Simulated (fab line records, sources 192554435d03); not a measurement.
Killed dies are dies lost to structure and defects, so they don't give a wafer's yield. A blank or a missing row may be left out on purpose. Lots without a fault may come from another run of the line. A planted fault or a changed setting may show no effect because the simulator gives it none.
fab line records | flow n5_finfet
record lots=4 wafers=12 last_day=17
route steps=1938 shown BEOL_M0@742 BEOL_M1@751 BEOL_M4@1111 PASSIVATION@1936
lots that met no fault: from a run of the same line without faults
start_h: hours from the record's first day to the start of the lot's first wafer shown | wait_h: hours since the lot's step before | " the same as in the row above | L1.1+2: a row that stands for several wafers | - no value, or no start given | * or withheld: withheld | < > ~ a bound
route shown NAME@n: a module of which the file shows steps, and the number in the route of the first | usual: mean/standard deviation of fault-free wafers | same: alike in all rows | chamber/n: place in a boat | sites: the reading at each site | _std_site: their standard deviation | _edge_site: outer sites' mean less inner sites' | radius_mm: how far each site lies from the wafer's centre | mask NAME#n: copy n | behind: the tool/chamber that last shaped the wafer | hold: why the lot was held/for how many hours/how that ended | device: the transistor (n, p or np) that didn't switch | end of line: the same wafers' tests at the end of the route | a step without rows: its recipe alone | killed: dies lost to structure and defects at the first sort, not the wafer's yield | map: a wafer's dies, x killed, . not, _ none there
set.NAME: the setting as run; set.NAME@STEP: as run at that earlier step | model.NAME: the simulator's own value behind a step, which no gauge read
lots at some steps of the route; a table a step, a row a wafer
services: from which hour (start_h, from the record's first day; less than 0 if before it) a tool's chamber was out of use, for how many hours, and why
## steps
# step N5_BEOL_M0_ANNEAL_119
# recipe temp_c=225 time_s=90 ambient=N2
# step N5_BEOL_M0_CMP_120
# recipe stop_on=SiOC t_overpolish_s=6.9 down_force_psi=1 platen_rpm=50 clearing_platen_down_force_psi=1.5 clearing_platen_rpm=50 post_cmp_clean=cu_alkaline clearing_platen_pad_velocity_m_s=0.99484 pad_velocity_m_s=0.99484
# step N5_BEOL_M0_PRE_CLEAN_131
# recipe gas=NH3/H2 time_s=15 temp_c=* rf_power_w=300
# step N5_BEOL_M0_CO_CAP_123
# recipe material=Co target_thk_a=20 temp_c=200 precursor=CCTBA/H2 pressure_torr=30 time_s=102.1
# step N5_BEOL_M0_PRE_CLEAN_124
# recipe gas=NH3 time_s=15 temp_c=withheld rf_power_w=300
# step N5_BEOL_M0_DEP_125
# recipe material=SiCN target_thk_a=80 temp_c=withheld precursor=3MS/NH3 pressure_torr=3 rf_w=202 time_s=14
# step N5_BEOL_M1_ILD_DEP_00
# recipe material=SiOC target_thk_a=790 temp_c=350 precursor=DEMS/O2 pressure_torr=5 rf_w=500 time_s=15.3
# step N5_BEOL_M1_PECVD_72
# recipe material=SiO2 target_thk_a=160 temp_c=400 precursor=TEOS/O2 pressure_torr=5.5 rf_w=450 teos_flow_sccm=53.8 gas=O2 flow_sccm=3000 time_s=18
# step N5_BEOL_M1_HM_DEP_02
# recipe material=TiN target_thk_a=200 temp_c=25 chamber_pressure_pa=0.49996
# usual throttle_valve_pct=29.8/1
# columns lot.wafer tool chamber start_h wait_h throttle_valve_pct model.TiN_of_BEOL_M1_HM_DEP_02.thk_nm
L140.1 pvd_sputter-02 - 147.97 1.5 31.4 19.6
L140.3 " - " " 28.6 36.6
L140.5 " - " " 28.8 37.2
L143.2 pvd_sputter-02 - 163.49 1.9 28.6 37
L143.4 " - " " 28.6 19.8
L143.5 " - " " 28.9 37.4
L157.1 pvd_sputter-01 - 246.92 1.4 30.8 19.8
L157.4 " - " " 30.8 19.6
L157.6 " - " " 30.5 19.6
L158.4 pvd_sputter-02 - 258.57 0.8 30.1 19.6
L158.5 " - " " 29.9 19.8
L158.6 " - " " 28.3 19.6
# step N5_BEOL_M1_COAT_61
# recipe resist=SOC temp_c=250 time_s=60 spin_rpm=1500 resist_thk_nm=60
# step N5_BEOL_M1_COAT_62
# recipe resist=SiARC temp_c=220 time_s=60 spin_rpm=1500 resist_thk_nm=12
# step N5_BEOL_M1_COAT_73
# recipe resist=underlayer temp_c=205 time_s=60 spin_rpm=1500 resist_thk_nm=5
# step N5_BEOL_M1_COAT_05
# recipe resist=CAR-EUV spin_rpm=1500 resist_thk_nm=30
# step N5_BEOL_M1_EBR_07
# recipe solvent=PGMEA ebr_width_mm=1.5
# step N5_BEOL_M1_SOFTBAKE_06
# recipe temp_c=110 time_s=60 resist=CAR-EUV
# step N5_BEOL_M1_EXPOSE_08
# recipe mask_id=M1 na=0.33 source_shape=dipole sigma_inner=0.369 sigma_outer=0.767 polarization=unpolarized dose_mj=33
# step N5_BEOL_M1_PEB_09
# recipe peb_temp_c=100 peb_time_s=60 resist=CAR-EUV
# step N5_BEOL_M1_DEVELOP_10
# recipe develop_time_s=30 developer=TMAH resist=CAR-EUV rinse_liquid=surfactant_rinse dry=air_spin dev_temp_c=23
# step N5_BEOL_M1_DESCUM_16
# recipe chemistry=O2 time_s=7 source_power_w=50 bias_power_w=20 pressure_mtorr=20 rf_frequency_hz=2.712e+07 temp_c=40 resist=CAR-EUV o2_flow_sccm=225
# step N5_BEOL_M1_ETCH_74
# recipe chemistry=N2/H2 target=underlayer target_depth_a=65 mask_material=CAR-EUV time_s=5.2 ion_energy_ev=200 pressure_mtorr=30 source_w=840 bias_w=150 n2_flow_sccm=200 h2_flow_sccm=200 ends=cleared
# step N5_BEOL_M1_ETCH_63
# recipe chemistry=CF4 target=SiARC target_depth_a=156 mask_material=CAR-EUV time_s=26 ion_energy_ev=80 pressure_mtorr=40 source_w=545 bias_w=36 Ar_flow_sccm=100 cf4_flow_sccm=100 ends=cleared
# step N5_BEOL_M1_ETCH_64
# recipe chemistry=N2/H2 target=SOC target_depth_a=750 overetch_a=150 mask_material=SiARC temp_c=40 time_s=112.5 ion_energy_ev=200 pressure_mtorr=30 source_w=840 bias_w=150 n2_flow_sccm=200 h2_flow_sccm=200
# step N5_BEOL_M1_STRIP_65
# recipe chemistry=N2/H2 temp_c=40 n2_flow_sccm=200 h2_flow_sccm=200 rf_frequency_hz=6e+07
# step N5_BEOL_M1_STRIP_75
# recipe chemistry=N2/H2 temp_c=40 n2_flow_sccm=200 h2_flow_sccm=200 rf_frequency_hz=6e+07
# step N5_BEOL_M1_STRIP_66
# recipe chemistry=CF4 resist=SiARC power_w=300 bias_power_w=75 pressure_mtorr=50 cf4_flow_sccm=150 rf_frequency_hz=6e+07
# step N5_BEOL_M1_HM_OPEN_17
# recipe chemistry=Cl2/BCl3 target_depth_a=200 overetch_a=60 target=TiN mask_material=SOC ion_energy_ev=150 pressure_mtorr=10 icp_w=1000 bias_w=126 Cl2_flow_sccm=53.25 bcl3_flow_sccm=21.75 Ar_flow_sccm=25
# usual chamber_pressure_mTorr=10.000/0.0089 drypump_motor_current_A=5.45/0.25 he_backside_leak_sccm=3.4/0.35 oes_product_au=0.70/0.079 rf_fwd_power_W=994/3.1 throttle_valve_pct=22.34/0.22
# columns lot.wafer tool chamber start_h wait_h chamber_pressure_mTorr drypump_motor_current_A he_backside_leak_sccm oes_product_au rf_fwd_power_W rf_hours_counter_h throttle_valve_pct model.etch.depth_nm
L140.1 rie_metal-02 1 148.86 0.0 9.979 5.06 3.5 0.82 993 2 22.46 19.66
L140.3 " 0 " " 10.007 5.59 3.2 0.76 993 - 22.17 25.63
L140.5 " 1 " " 9.999 5.07 3.5 0.98 994 - 22.24 26.9
L143.2 rie_metal-02 0 164.25 0.0 10.006 5.62 3.2 0.75 997 39 22.16 25.77
L143.4 " 1 " " 10.003 5.07 3.6 0.82 991 - 22.48 19.86
L143.5 " 0 " " 10.009 5.63 3.2 0.76 999 - 22.17 25.59
L157.1 rie_metal-03 1 251.04 0.0 10.012 5.83 3.7 0.74 992 11 22.43 19.78
L157.4 " 0 " " 10.010 5.46 3.1 0.67 992 - 22.26 19.57
L157.6 " 0 " " 10.005 5.47 3.2 0.66 990 - 22.24 19.61
L158.4 rie_metal-03 1 259.36 0.1 9.982 5.82 3.5 0.75 992 - 22.44 19.69
L158.5 " 0 " " 9.988 5.43 3.1 0.66 991 - 22.25 19.81
L158.6 " 1 " " 10.009 5.83 3.6 0.74 992 - 22.41 19.55
# step N5_BEOL_M1_STRIP_19
# recipe chemistry=O2 power_w=400 temp_c=40 pressure_mtorr=30 rf_frequency_hz=6e+07 bias_power_w=0 overash_fraction=0.2 o2_flow_sccm=225
# step N5_BEOL_M1_COAT_67
# recipe resist=SOC temp_c=250 time_s=60 spin_rpm=1500 resist_thk_nm=60
# step N5_BEOL_M1_COAT_68
# recipe resist=SiARC temp_c=220 time_s=60 spin_rpm=1500 resist_thk_nm=12
# step N5_BEOL_M1_COAT_76
# recipe resist=underlayer temp_c=205 time_s=60 spin_rpm=1500 resist_thk_nm=5
# step N5_BEOL_M1_COAT_22
# recipe resist=CAR-EUV spin_rpm=1500 resist_thk_nm=30
# step N5_BEOL_M1_EBR_24
# recipe solvent=PGMEA ebr_width_mm=1.5
# step N5_BEOL_M1_SOFTBAKE_23
# recipe temp_c=110 time_s=60 resist=CAR-EUV
# step N5_BEOL_M1_EXPOSE_25
# recipe mask_id=V0 na=0.33 source_shape=quasar sigma_inner=0.2 sigma_outer=0.8 polarization=unpolarized defocus_nm=5 target_cd_nm=24 dose_mj=63
# step N5_BEOL_M1_ETCHBACK_99
# recipe chemistry=CHF3 target=SiO2 target_depth_a=50 time_s=10.4 source_w=215 bias_w=47 Ar_flow_sccm=200 CHF3_flow_sccm=12 ion_energy_ev=100 pressure_mtorr=30
# usual chamber_pressure_mTorr=29.997/0.029 drypump_motor_current_A=5.76/0.24 oes_product_au=0.77/0.078 rf_fwd_power_W=212.4/0.97 rf_vpp_V=241/4.7 showerhead_plenum_p_Torr=2.16/0.064 throttle_valve_pct=17.14/0.18
# columns lot.wafer tool chamber start_h wait_h chamber_pressure_mTorr drypump_motor_current_A oes_product_au rf_fwd_power_W rf_hours_counter_h rf_vpp_V showerhead_plenum_p_Torr throttle_valve_pct
L140.1 rie_diel-03 1 151.89 2.2 30.014 6.24 0.72 212.1 181 244 2.06 17.25
L140.3 " 3 " " 29.985 5.24 0.29 212.4 169 236 2.16 17.15
L140.5 " 3 " " 30.016 5.25 0.29 211.5 - 238 2.16 17.16
L143.2 rie_diel-05 2 170.09 5.0 30.028 5.59 0.32 212.9 52 240 2.19 16.87
L143.4 " 3 " " 29.979 6.12 0.91 212.6 10 250 2.29 17.10
L143.5 " 3 " " 29.997 6.13 0.35 213.1 - 251 2.29 17.08
L157.1 rie_diel-06 1 261.18 8.4 30.025 5.94 0.71 212.9 195 243 2.23 17.21
L157.4 " 3 " " 30.041 5.75 0.87 213.0 61 237 2.19 17.28
L157.6 " 3 " " 29.941 5.75 0.87 211.2 - 239 2.19 17.27
L158.4 rie_diel-06 1 264.30 3.9 29.993 5.90 0.71 212.0 196 244 2.23 17.21
L158.5 " 0 " " 29.958 5.83 0.72 209.3 - 234 2.14 17.33
L158.6 " 1 " " 29.990 5.94 0.71 212.2 - 244 2.23 17.21
# step N5_BEOL_M1_TRENCH_ETCH_37
# recipe chemistry=C4F6/O2 target_depth_a=552.07 target=SiOC time_s=29 ion_energy_ev=250 pressure_mtorr=30 source_w=355 bias_w=185 Ar_flow_sccm=300 C4F6_flow_sccm=10 O2_flow_sccm=10
# usual chamber_pressure_mTorr=29.999/0.029 drypump_motor_current_A=5.77/0.24 oes_product_au=0.77/0.078 rf_fwd_power_W=349.9/1.6 rf_vpp_V=666/13 showerhead_plenum_p_Torr=2.86/0.08 throttle_valve_pct=20.92/0.2
# columns lot.wafer tool chamber start_h wait_h chamber_pressure_mTorr drypump_motor_current_A oes_product_au rf_fwd_power_W rf_hours_counter_h rf_vpp_V showerhead_plenum_p_Torr throttle_valve_pct model.TiN_of_BEOL_M1_HM_DEP_02.thk_nm
L140.1 rie_diel-03 1 - - 29.942 6.22 0.72 350.2 182 669 2.73 21.03 17.2
L140.3 " 3 " " 30.019 5.23 0.76 348.7 169 654 2.86 21.01 34.2
L140.5 " 3 " " 29.958 5.25 0.75 349.3 - 654 2.86 21.01 34.8
L143.2 rie_diel-05 2 - - 30.007 5.59 0.88 351.2 52 663 2.89 20.71 34.6
L143.4 " 3 " " 29.977 6.13 0.91 351.9 10 690 3.02 20.95 17.6
L143.5 " 3 " " 29.996 6.13 0.92 350.9 - 691 3.02 20.94 35
L157.1 rie_diel-06 1 - - 30.006 5.91 0.72 349.3 195 675 2.94 20.98 17.4
L157.4 " 3 " " 30.014 5.80 0.87 351.4 61 658 2.89 21.09 17.2
L157.6 " 3 " " 30.004 5.78 0.87 352.0 - 657 2.89 21.11 17.2
L158.4 rie_diel-06 1 - - 29.955 5.92 0.71 351.1 196 675 2.94 20.95 17.4
L158.5 " 0 " " 29.973 5.84 0.72 347.8 - 649 2.83 21.12 17.6
L158.6 " 1 " " 30.024 5.97 0.71 351.1 - 677 2.94 20.95 17.2
# step N5_BEOL_M1_OCD_MEAS_38
# usual trench_depth_nm=55.3/1.2
# columns lot.wafer tool chamber start_h wait_h trench_depth_nm
L140.1 ocd-01 - 152.29 - 56.6
L140.3 " - " " -
L140.5 " - " " -
L143.2 ocd-01 - 170.49 - -
L143.4 " - " " 54.6
L143.5 " - " " -
L157.1 ocd-01 - 261.58 - 54.1
L157.4 " - " " 57.0
L157.6 " - " " 56.4
L158.4 ocd-01 - 264.70 - 53.9
L158.5 " - " " 54.7
L158.6 " - " " 53.1
# step N5_BEOL_M1_CD_MEAS_35
# recipe target_cd_nm=18 target_cd_y_nm=21 polarity=opening
# usual cd_nm=18.1/0.35
# columns lot.wafer tool chamber start_h wait_h cd_nm
L140.1 cd_sem-03 - 152.44 0.0 17.5
L140.3 " - " " -
L140.5 " - " " -
L143.2 cd_sem-02 - 170.64 0.0 -
L143.4 " - " " 18.4
L143.5 " - " " -
L157.1 cd_sem-03 - 261.73 0.0 17.7
L157.4 " - " " 18.1
L157.6 " - " " 18.0
L158.4 cd_sem-03 - 264.85 0.0 18.1
L158.5 " - " " 18.6
L158.6 " - " " 18.6
# step N5_BEOL_M4_RC_MEAS_101
# usual DIBL_N=36.6/2.1 DIBL_P=36.3/2.2 IOFF_N=0.16/0.036 IOFF_P=0.21/0.038 ION_N=671/12 ION_P=460/7.5 SS_N=71.8/0.72 SS_P=73.3/0.72 VT_N=250/3.2 VT_P=-250/3.5
# columns lot.wafer tool chamber start_h wait_h DIBL_N[mV/V] DIBL_P[mV/V] IOFF_N[nA/um] IOFF_P[nA/um] ION_N[uA/um] ION_P[uA/um] SS_N[mV/dec] SS_P[mV/dec] VT_N[mV] VT_P[mV]
L140.1 prober-01 0 185.40 0.0 35.3 34.1 0.12 0.16 662 451 71.5 72.3 253 -252
L143.4 prober-02 0 213.02 0.5 37.3 36.8 0.15 0.24 663 464 72.6 73.3 251 -247
L157.1 prober-01 0 290.79 0.0 36.8 35.6 0.16 0.24 669 462 71.5 73.6 249 -249
L157.4 " 0 " " 33.8 31.9 0.11 0.18 635 448 71.4 71.7 256 -249
L157.6 " 0 " " 34.5 32.6 0.13 0.19 668 458 71.1 72.1 250 -248
L158.4 prober-01 0 300.26 0.5 38.9 36.7 0.17 0.21 660 455 72.1 73.4 251 -252
L158.5 " 0 " " 38.5 36.4 0.18 0.20 693 468 71.3 73.2 248 -250
L158.6 " 0 " " 35.8 33.5 0.13 0.15 679 453 70.6 72.0 250 -253
# step N5_PASSIVATION_PROBE_49
# usual defect_limited_yield=91.1/1.4 killed_at_M0_to_M3=33/9.1 killed_at_M4_up=14/5.6 killed_at_contacts=13/5.7 killed_at_front_end=42/12 killed_at_other=4/3 killed_dies=105/16 killed_on_rim=13/4 killed_open=69/11 killed_short=34/7.5 sort_bin_5_function=5.2/0.91 sort_bin_6_memory=3.3/0.64 sort_bin_8_speed=0.0/0.37 sort_n_pass=1075/16 sort_yield_pct=91.1/1.4
# same gross_dies=1180 killed_at_back_side=0 sort_bin_4_leakage[%]=0
# columns lot.wafer tool chamber start_h wait_h defect_limited_yield[%] killed_at_M0_to_M3 killed_at_M4_up killed_at_contacts killed_at_front_end killed_at_other killed_dies killed_on_rim killed_open killed_short sort_bin_5_function[%] sort_bin_6_memory[%] sort_bin_8_speed[%] sort_n_pass sort_yield_pct[%]
L140.3 prober-01 - 283.86 0.1 0 1113 5 12 44 6 1180 152 72 33 96.5 3.1 0 0 0
L140.5 prober-01 - 283.96 0.2 0 1113 17 6 42 2 1180 152 69 40 96.0 3.7 0 0 0
L143.2 prober-01 - 311.06 0.2 0 1102 11 17 44 6 1180 152 76 38 95.3 4.2 0 0 0
L143.4 prober-01 - 311.16 0.3 91.4 28 24 10 38 1 101 11 65 33 5.5 2.4 0 1079 91.4
L143.5 prober-01 - 311.21 0.4 0 1113 13 11 42 1 1180 152 66 22 97.0 2.8 0 0 0
L158.4 prober-02 - 411.73 0.2 91.6 18 15 10 53 3 99 9 70 27 4.7 3.6 0 1081 91.6
L158.5 prober-02 - 411.78 0.2 89.0 40 14 30 43 3 130 19 87 41 6.1 4.5 0 1050 89.0
L158.6 prober-02 - 411.83 0.3 89.7 18 12 18 65 9 122 11 76 44 6.6 3.3 0 1058 89.7
# killed by level:class
L140.3 BEOL_M1:area_open=1075 BEOL_M2:geometric_particle:open=14 MOL_CONTACT_COAG:geometric_particle:open=11 FIN_SAQP:geometric_particle:short=10 FIN_SAQP:geometric_particle:open=9 STI_FIN_REVEAL:geometric_particle:open=9 BEOL_M0_SAQP:geometric_particle:short=7 BEOL_M0_SAQP:geometric_particle:open=7
L140.5 BEOL_M1:area_open=1070 BEOL_M2:geometric_particle:open=19 BEOL_M0_SAQP:geometric_particle:short=9 FIN_SAQP:geometric_particle:open=7 STI_FIN_REVEAL:geometric_particle:open=7 FIN_SAQP:geometric_particle:short=6 GATE_CUT:geometric_particle:short=6 BEOL_M1:geometric_particle:open=6
L143.2 BEOL_M1:area_open=1066 MOL_CONTACT_COAG:geometric_particle:open=13 BEOL_M0_SAQP:geometric_particle:open=13 BEOL_M0_SAQP:geometric_particle:short=8 FIN_SAQP:geometric_particle:short=7 FIN_SAQP:geometric_particle:open=7 BEOL_M3:geometric_particle:open=7 STI_FIN_REVEAL:geometric_particle:open=6
L143.4 BEOL_M4:geometric_particle:open=12 STI_FIN_REVEAL:geometric_particle:open=10 MOL_CONTACT_COAG:geometric_particle:open=10 FIN_SAQP:geometric_particle:short=9 BEOL_M0_SAQP:geometric_particle:short=7 BEOL_M0_SAQP:geometric_particle:open=5 FIN_SAQP:geometric_particle:open=4 BEOL_M5:geometric_particle:open=4
L143.5 BEOL_M1:area_open=1091 STI_FIN_REVEAL:geometric_particle:open=15 MOL_CONTACT_COAG:geometric_particle:open=10 BEOL_M4:geometric_particle:open=6 FIN_SAQP:geometric_particle:open=5 DUMMY_GATE:geometric_particle:open=5 BEOL_M0_SAQP:geometric_particle:short=4 BEOL_M1:geometric_particle:open=4
L158.4 FIN_SAQP:geometric_particle:open=17 STI_FIN_REVEAL:geometric_particle:open=10 FIN_SAQP:geometric_particle:short=8 MOL_CONTACT_COAG:geometric_particle:open=8 BEOL_M4:geometric_particle:open=8 BEOL_M0_SAQP:geometric_particle:short=4 BEOL_M0_SAQP:geometric_particle:open=4 BEOL_M1:geometric_particle:open=4
L158.5 MOL_CONTACT_COAG:geometric_particle:open=19 BEOL_M1:geometric_particle:open=17 FIN_SAQP:geometric_particle:short=13 MOL_CONTACT_COAG:geometric_particle:short=10 STI_FIN_REVEAL:geometric_particle:open=10 BEOL_M2:geometric_particle:open=7 FIN_SAQP:geometric_particle:open=6 BEOL_M3:geometric_particle:open=6
L158.6 STI_FIN_REVEAL:geometric_particle:open=17 MOL_CONTACT_COAG:geometric_particle:open=15 FIN_SAQP:geometric_particle:open=11 FIN_SAQP:geometric_particle:short=9 STI_FIN_REVEAL:geometric_particle:short=9 BEOL_M3:geometric_particle:open=6 STARTING-WAFER:geometric_particle:short=4 BEOL_M1:geometric_particle:open=4
# map L140.3 (x killed, . not)
_________________xxxxxxxxxxxx________________
______________xxxxxxxxxxxxxxxxxx_____________
___________xxxxxxxxxxxxxxxxxxxxxxxx__________
__________xxxxxxxxxxxxxxxxxxxxxxxxxx_________
________xxxxxxxxxxxxxxxxxxxxxxxxxxxxxx_______
_______xxxxxxxxxxxxxxxxxxxxxxxxxxxxxxxx______
______xxxxxxxxxxxxxxxxxxxxxxxxxxxxxxxxxx_____
_____xxxxxxxxxxxxxxxxxxxxxxxxxxxxxxxxxxxx____
____xxxxxxxxxxxxxxxxxxxxxxxxxxxxxxxxxxxxxx___
___xxxxxxxxxxxxxxxxxxxxxxxxxxxxxxxxxxxxxxxx__
___xxxxxxxxxxxxxxxxxxxxxxxxxxxxxxxxxxxxxxxx__
__xxxxxxxxxxxxxxxxxxxxxxxxxxxxxxxxxxxxxxxxxx_
__xxxxxxxxxxxxxxxxxxxxxxxxxxxxxxxxxxxxxxxxxx_
_xxxxxxxxxxxxxxxxxxxxxxxxxxxxxxxxxxxxxxxxxxxx
_xxxxxxxxxxxxxxxxxxxxxxxxxxxxxxxxxxxxxxxxxxxx
_xxxxxxxxxxxxxxxxxxxxxxxxxxxxxxxxxxxxxxxxxxxx
_xxxxxxxxxxxxxxxxxxxxxxxxxxxxxxxxxxxxxxxxxxxx
_xxxxxxxxxxxxxxxxxxxxxxxxxxxxxxxxxxxxxxxxxxxx
_xxxxxxxxxxxxxxxxxxxxxxxxxxxxxxxxxxxxxxxxxxxx
_xxxxxxxxxxxxxxxxxxxxxxxxxxxxxxxxxxxxxxxxxxxx
_xxxxxxxxxxxxxxxxxxxxxxxxxxxxxxxxxxxxxxxxxxxx
__xxxxxxxxxxxxxxxxxxxxxxxxxxxxxxxxxxxxxxxxxx_
__xxxxxxxxxxxxxxxxxxxxxxxxxxxxxxxxxxxxxxxxxx_
___xxxxxxxxxxxxxxxxxxxxxxxxxxxxxxxxxxxxxxxx__
___xxxxxxxxxxxxxxxxxxxxxxxxxxxxxxxxxxxxxxxx__
____xxxxxxxxxxxxxxxxxxxxxxxxxxxxxxxxxxxxxx___
_____xxxxxxxxxxxxxxxxxxxxxxxxxxxxxxxxxxxx____
______xxxxxxxxxxxxxxxxxxxxxxxxxxxxxxxxxx_____
_______xxxxxxxxxxxxxxxxxxxxxxxxxxxxxxxx______
________xxxxxxxxxxxxxxxxxxxxxxxxxxxxxx_______
__________xxxxxxxxxxxxxxxxxxxxxxxxxx_________
___________xxxxxxxxxxxxxxxxxxxxxxxx__________
______________xxxxxxxxxxxxxxxxxx_____________
_________________xxxxxxxxxxxx________________
# map L143.2 (x killed, . not)
_________________xxxxxxxxxxxx________________
______________xxxxxxxxxxxxxxxxxx_____________
___________xxxxxxxxxxxxxxxxxxxxxxxx__________
__________xxxxxxxxxxxxxxxxxxxxxxxxxx_________
________xxxxxxxxxxxxxxxxxxxxxxxxxxxxxx_______
_______xxxxxxxxxxxxxxxxxxxxxxxxxxxxxxxx______
______xxxxxxxxxxxxxxxxxxxxxxxxxxxxxxxxxx_____
_____xxxxxxxxxxxxxxxxxxxxxxxxxxxxxxxxxxxx____
____xxxxxxxxxxxxxxxxxxxxxxxxxxxxxxxxxxxxxx___
___xxxxxxxxxxxxxxxxxxxxxxxxxxxxxxxxxxxxxxxx__
___xxxxxxxxxxxxxxxxxxxxxxxxxxxxxxxxxxxxxxxx__
__xxxxxxxxxxxxxxxxxxxxxxxxxxxxxxxxxxxxxxxxxx_
__xxxxxxxxxxxxxxxxxxxxxxxxxxxxxxxxxxxxxxxxxx_
_xxxxxxxxxxxxxxxxxxxxxxxxxxxxxxxxxxxxxxxxxxxx
_xxxxxxxxxxxxxxxxxxxxxxxxxxxxxxxxxxxxxxxxxxxx
_xxxxxxxxxxxxxxxxxxxxxxxxxxxxxxxxxxxxxxxxxxxx
_xxxxxxxxxxxxxxxxxxxxxxxxxxxxxxxxxxxxxxxxxxxx
_xxxxxxxxxxxxxxxxxxxxxxxxxxxxxxxxxxxxxxxxxxxx
_xxxxxxxxxxxxxxxxxxxxxxxxxxxxxxxxxxxxxxxxxxxx
_xxxxxxxxxxxxxxxxxxxxxxxxxxxxxxxxxxxxxxxxxxxx
_xxxxxxxxxxxxxxxxxxxxxxxxxxxxxxxxxxxxxxxxxxxx
__xxxxxxxxxxxxxxxxxxxxxxxxxxxxxxxxxxxxxxxxxx_
__xxxxxxxxxxxxxxxxxxxxxxxxxxxxxxxxxxxxxxxxxx_
___xxxxxxxxxxxxxxxxxxxxxxxxxxxxxxxxxxxxxxxx__
___xxxxxxxxxxxxxxxxxxxxxxxxxxxxxxxxxxxxxxxx__
____xxxxxxxxxxxxxxxxxxxxxxxxxxxxxxxxxxxxxx___
_____xxxxxxxxxxxxxxxxxxxxxxxxxxxxxxxxxxxx____
______xxxxxxxxxxxxxxxxxxxxxxxxxxxxxxxxxx_____
_______xxxxxxxxxxxxxxxxxxxxxxxxxxxxxxxx______
________xxxxxxxxxxxxxxxxxxxxxxxxxxxxxx_______
__________xxxxxxxxxxxxxxxxxxxxxxxxxx_________
___________xxxxxxxxxxxxxxxxxxxxxxxx__________
______________xxxxxxxxxxxxxxxxxx_____________
_________________xxxxxxxxxxxx________________
## services
# columns tool chamber start_h hours kind
rie_diel-03 2 125.25 - clean
rie_diel-03 2 125.25 - consumable_replace:focus_ring
rie_diel-03 2 125.25 - consumable_replace:showerhead
rie_diel-03 2 125.25 35.9 scheduled_down
rie_diel-03 2 125.25 35.9 vent_cycle
rie_diel-05 3 126.60 - clean
rie_diel-05 3 126.60 - consumable_replace:focus_ring
rie_diel-05 3 126.60 - consumable_replace:showerhead
rie_diel-05 3 126.60 13.2 scheduled_down
rie_diel-05 3 126.60 13.2 vent_cycle
pvd_sputter-01 - 129.27 6.9 repair
rie_diel-05 2 147.57 7.4 repair
pvd_sputter-01 - 161.78 0.8 repair
rie_diel-03 2 214.25 38.8 repair
## key
first_sign step=N5_BEOL_M1_ETCHBACK_99 reading=oes_product_au direction=down sigmas=5.9 usual=0.77 struck=0.31
effect step=N5_BEOL_M1_OCD_MEAS_38 reading=trench_depth_nm direction=missing
effect step=N5_BEOL_M1_CD_MEAS_35 reading=cd_nm direction=missing
effect step=N5_PASSIVATION_PROBE_49 reading=killed_at_M0_to_M3 direction=up sigmas=99+ usual=33 struck=1110
model_effect step=N5_BEOL_M1_HM_DEP_02 value=TiN_of_BEOL_M1_HM_DEP_02.thk_nm without=19.85 struck=37.05
model_effect step=N5_BEOL_M1_HM_OPEN_17 value=etch.depth_nm without=19.89 struck=25.97
model_effect step=N5_BEOL_M1_TRENCH_ETCH_37 value=TiN_of_BEOL_M1_HM_DEP_02.thk_nm without=17.55 struck=34.65
more_kills_born_at N5_BEOL_M1_HM_OPEN_17@rie_metal-02=4302
met_at N5_BEOL_M1_HM_DEP_02
struck_wafers L140.3,L140.5,L143.2,L143.5
later_rows_left_out L140.3,L140.5,L143.2,L143.5
fault kind=process_parameter_drift tool=pvd_sputter-02 chamber=- onset_h=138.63 steps=N5_BEOL_M1_HM_DEP_02 channel=target_thk_a offset=* shape=step end_h=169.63 scope=struck_wafers_only acts_in=* stated=*
# later_rows_left_out: the simulator's readings of these wafers behind a module that went badly wrong aren't trusted and aren't shown, but for the sort
